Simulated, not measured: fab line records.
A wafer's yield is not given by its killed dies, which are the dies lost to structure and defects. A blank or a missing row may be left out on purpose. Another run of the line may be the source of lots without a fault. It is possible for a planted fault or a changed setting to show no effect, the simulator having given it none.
Split-lot study :: flow n5_finfet :: 21 wafers read across 7 lots, on a route 1938 steps long

== THE SPLIT ==
At N5_GATE_CUT_ALD_22 (deposits SiNx, target thk 16 nm, pulse time 1 s, ald cycles 320), the setting ald_cycles was moved away from the recipe's 320 on 7 of the 21 wafers read, by -15.6% to -4.1%. All remaining wafers had this setting at the recipe value.

The split's own step is where the reading is taken.

== THE READING ==
SiNx_of_GATE_CUT_ALD_22.thk_nm (the simulator's own value, which no gauge read), in nm, at N5_GATE_CUT_ALD_22 (deposits SiNx, target thk 16 nm, pulse time 1 s, ald cycles 320). The file does not state a usual value for it. Across the 14 wafers here that went through the recipe, the average is 16.0 nm and the standard deviation 0.052 nm.

wafer: L077.2
tool, chamber at the split: ald_sin-01, 0,1,0
ald_cycles as run: 320
against the recipe: recipe
SiNx_of_GATE_CUT_ALD_22.thk_nm, nm: 16
against lot-mates on the recipe: -

wafer: L077.3
tool, chamber at the split: ald_sin-01, 0,1,0
ald_cycles as run: 320
against the recipe: recipe
SiNx_of_GATE_CUT_ALD_22.thk_nm, nm: 16
against lot-mates on the recipe: -

wafer: L077.6
tool, chamber at the split: ald_sin-01, 0,1,0
ald_cycles as run: 320
against the recipe: recipe
SiNx_of_GATE_CUT_ALD_22.thk_nm, nm: 16
against lot-mates on the recipe: -

wafer: L081.1
tool, chamber at the split: ald_sin-04, 1,0
ald_cycles as run: 320
against the recipe: recipe
SiNx_of_GATE_CUT_ALD_22.thk_nm, nm: 16
against lot-mates on the recipe: -

wafer: L081.5
tool, chamber at the split: ald_sin-04, 1,0
ald_cycles as run: 320
against the recipe: recipe
SiNx_of_GATE_CUT_ALD_22.thk_nm, nm: 16
against lot-mates on the recipe: -

wafer: L081.4
tool, chamber at the split: ald_sin-04, 0
ald_cycles as run: 320
against the recipe: recipe
SiNx_of_GATE_CUT_ALD_22.thk_nm, nm: 16.2
against lot-mates on the recipe: -

wafer: L082.1
tool, chamber at the split: ald_sin-04, 2,3
ald_cycles as run: 320
against the recipe: recipe
SiNx_of_GATE_CUT_ALD_22.thk_nm, nm: 16
against lot-mates on the recipe: -

wafer: L082.6
tool, chamber at the split: ald_sin-04, 2,3
ald_cycles as run: 320
against the recipe: recipe
SiNx_of_GATE_CUT_ALD_22.thk_nm, nm: 16
against lot-mates on the recipe: -

wafer: L082.5
tool, chamber at the split: ald_sin-04, 2
ald_cycles as run: 307
against the recipe: -4.1%
SiNx_of_GATE_CUT_ALD_22.thk_nm, nm: 15.2
against lot-mates on the recipe: -0.8

wafer: L087.1
tool, chamber at the split: ald_sin-01, 3
ald_cycles as run: 282
against the recipe: -11.9%
SiNx_of_GATE_CUT_ALD_22.thk_nm, nm: 14
against lot-mates on the recipe: -2.0

wafer: L087.4
tool, chamber at the split: ald_sin-01, 1,3
ald_cycles as run: 320
against the recipe: recipe
SiNx_of_GATE_CUT_ALD_22.thk_nm, nm: 16
against lot-mates on the recipe: -

wafer: L087.5
tool, chamber at the split: ald_sin-01, 1,3
ald_cycles as run: 320
against the recipe: recipe
SiNx_of_GATE_CUT_ALD_22.thk_nm, nm: 16
against lot-mates on the recipe: -

wafer: L089.1
tool, chamber at the split: ald_sin-04, 3,0
ald_cycles as run: 320
against the recipe: recipe
SiNx_of_GATE_CUT_ALD_22.thk_nm, nm: 16
against lot-mates on the recipe: -

wafer: L089.3
tool, chamber at the split: ald_sin-04, 3,0
ald_cycles as run: 320
against the recipe: recipe
SiNx_of_GATE_CUT_ALD_22.thk_nm, nm: 16
against lot-mates on the recipe: -

wafer: L089.5
tool, chamber at the split: ald_sin-04, 2
ald_cycles as run: 274
against the recipe: -14.4%
SiNx_of_GATE_CUT_ALD_22.thk_nm, nm: 13.6
against lot-mates on the recipe: -2.4

wafer: L091.1
tool, chamber at the split: ald_sin-01, 1,3
ald_cycles as run: 270
against the recipe: -15.6%
SiNx_of_GATE_CUT_ALD_22.thk_nm, nm: 13.4
against lot-mates on the recipe: -2.6

wafer: L091.6
tool, chamber at the split: ald_sin-01, 1,3
ald_cycles as run: 270
against the recipe: -15.6%
SiNx_of_GATE_CUT_ALD_22.thk_nm, nm: 13.4
against lot-mates on the recipe: -2.6

wafer: L091.2
tool, chamber at the split: ald_sin-01, 3
ald_cycles as run: 320
against the recipe: recipe
SiNx_of_GATE_CUT_ALD_22.thk_nm, nm: 16
against lot-mates on the recipe: -

wafer: L096.1
tool, chamber at the split: ald_sin-04, 0
ald_cycles as run: 320
against the recipe: recipe
SiNx_of_GATE_CUT_ALD_22.thk_nm, nm: 16
against lot-mates on the recipe: -

wafer: L096.4
tool, chamber at the split: ald_sin-04, 2
ald_cycles as run: 275
against the recipe: -14.1%
SiNx_of_GATE_CUT_ALD_22.thk_nm, nm: 13.8
against lot-mates on the recipe: -2.2

wafer: L096.5
tool, chamber at the split: ald_sin-04, 2
ald_cycles as run: 275
against the recipe: -14.1%
SiNx_of_GATE_CUT_ALD_22.thk_nm, nm: 13.8
against lot-mates on the recipe: -2.2
If several chambers appear in one row, that row covers several wafers at once and the file leaves open which wafer was in which chamber.

FIT RESULTS
A straight line over all 21 wafers: SiNx_of_GATE_CUT_ALD_22.thk_nm changes by +0.164 nm for each +1% of ald_cycles; r = +1.00; the points scatter about the line by 0.068 nm.
The same after taking each lot's own level away (the mean of its wafers on the recipe; 21 wafers): +0.164 nm for each +1%; r = +1.00; scatter 0.062 nm.
On that fit, the largest move of ald_cycles shifts the reading by 2.6 nm.
From 16.00 to 16.07 nm: that is the span of the lots' own levels, equal to 1.3 times the standard deviation above.
The two slopes are in agreement: the lot-to-lot level therefore moves the slope only a little.
Check: with one of the wafers moved furthest among these (-15.6%) left out of the fit, the line predicts -2.55 nm for it against its lot-mates. Against them it came out at -2.6 nm.

== THE OTHER SPLITS THESE WAFERS WENT THROUGH ==
These wafers also went through other splits before the reading. Each is held against what the fit with the lots' levels taken away leaves over:
other split on the same wafers: N5_ZERO_LAYER_PECVD_02 time_s
wafers away from the commonest value: 7
r with SiNx_of_GATE_CUT_ALD_22.thk_nm (lot level and that fit taken away): -0.19

other split on the same wafers: N5_PMOS_HMC_CHANNEL_EPI_ETCH_32 bias_w
wafers away from the commonest value: 9
r with SiNx_of_GATE_CUT_ALD_22.thk_nm (lot level and that fit taken away): -0.13

other split on the same wafers: N5_FIN_SAQP_PECVD_06 time_s
wafers away from the commonest value: 8
r with SiNx_of_GATE_CUT_ALD_22.thk_nm (lot level and that fit taken away): -0.11

other split on the same wafers: N5_FIN_SAQP_PEB_14 peb_time_s
wafers away from the commonest value: 7
r with SiNx_of_GATE_CUT_ALD_22.thk_nm (lot level and that fit taken away): +0.18

other split on the same wafers: N5_SD_EPI_N_EPI_21 temp_c
wafers away from the commonest value: 4
r with SiNx_of_GATE_CUT_ALD_22.thk_nm (lot level and that fit taken away): +0.20

other split on the same wafers: N5_SD_EPI_P_COAT_03 spin_rpm
wafers away from the commonest value: 9
r with SiNx_of_GATE_CUT_ALD_22.thk_nm (lot level and that fit taken away): -0.23

other split on the same wafers: N5_SDB_EXPOSE_08 dose_mj
wafers away from the commonest value: 7
r with SiNx_of_GATE_CUT_ALD_22.thk_nm (lot level and that fit taken away): -0.20

other split on the same wafers: N5_HKMG_FIN_PEB_10 peb_time_s
wafers away from the commonest value: 7
r with SiNx_of_GATE_CUT_ALD_22.thk_nm (lot level and that fit taken away): -0.10

other split on the same wafers: N5_HKMG_FIN_DEVELOP_11 develop_time_s
wafers away from the commonest value: 5
r with SiNx_of_GATE_CUT_ALD_22.thk_nm (lot level and that fit taken away): +0.33

== FILE'S OWN FIT ==
SiNx_of_GATE_CUT_ALD_22.thk_nm changes by +0.165 nm for each +1% of ald_cycles, r = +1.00.
